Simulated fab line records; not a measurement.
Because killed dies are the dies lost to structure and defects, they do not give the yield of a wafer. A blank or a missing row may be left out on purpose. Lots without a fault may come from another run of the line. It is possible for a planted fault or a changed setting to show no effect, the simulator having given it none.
Matching of chambers    flow nandHarc    cmp-03 running NHARC_A_STAIRCASE_CMP_450: 4 sister chambers
The step polishes SiO2, target thk 200 nm. 14 wafers are shown with their chamber, then 7 later ones without.

== WAFERS WITH THEIR CHAMBER ==
wafer   chamber  motorCurrentA (A)
L076.1  1        12.1
L076.4  0        12.3
L076.6  2        11.0
L082.1  0        13.4
L082.2  3        13.6
L082.4  2        11.6
L082.3  1        12.0
L082.5  3        13.5
L082.6  0        13.1
L084.3  1        13.1
L084.5  0        12.7
L084.6  3        14.6
L088.1  0        12.3
L088.4  1        12.7

SIGNATURES, as means of the wafers listed above
reading        chamber 0  chamber 1  chamber 2  chamber 3  scatter within a chamber
motorCurrentA  12.760     12.475     11.300     13.900     0.518
Rule: distance of a wafer from a chamber = root of the sum over the readings of ((wafer's reading minus chamber's mean) / reading's scatter) squared. The wafer belongs to the nearest chamber; if the next one is less than 2 further off, it can't be placed. The scatter: the root of (the sum of the squares of (reading less its chamber's mean) over the shown wafers, divided by (wafers less chambers)).

== WAFERS MISSING THEIR CHAMBER ==
wafer   motorCurrentA (A)
L088.5  11.2
L088.2  10.8
L088.3  13.1
L088.6  13.3
L092.1  10.8
L092.4  13.2
L092.5  12.9

== EACH ONE'S CHAMBER ==
wafer   from the rows above           in truth
L088.5  2                             2
L088.2  2                             2
L088.3  can't be placed: 0 or 1 or 3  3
L088.6  can't be placed: 0 or 3 or 1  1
L092.1  2                             2
L092.4  can't be placed: 0 or 3 or 1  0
L092.5  can't be placed: 0 or 1 or 3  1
Correctly placed: 3 of 7. Unplaceable from these rows: 4, with the true chamber sitting among the candidates in 4. Number placed wrongly: 0.
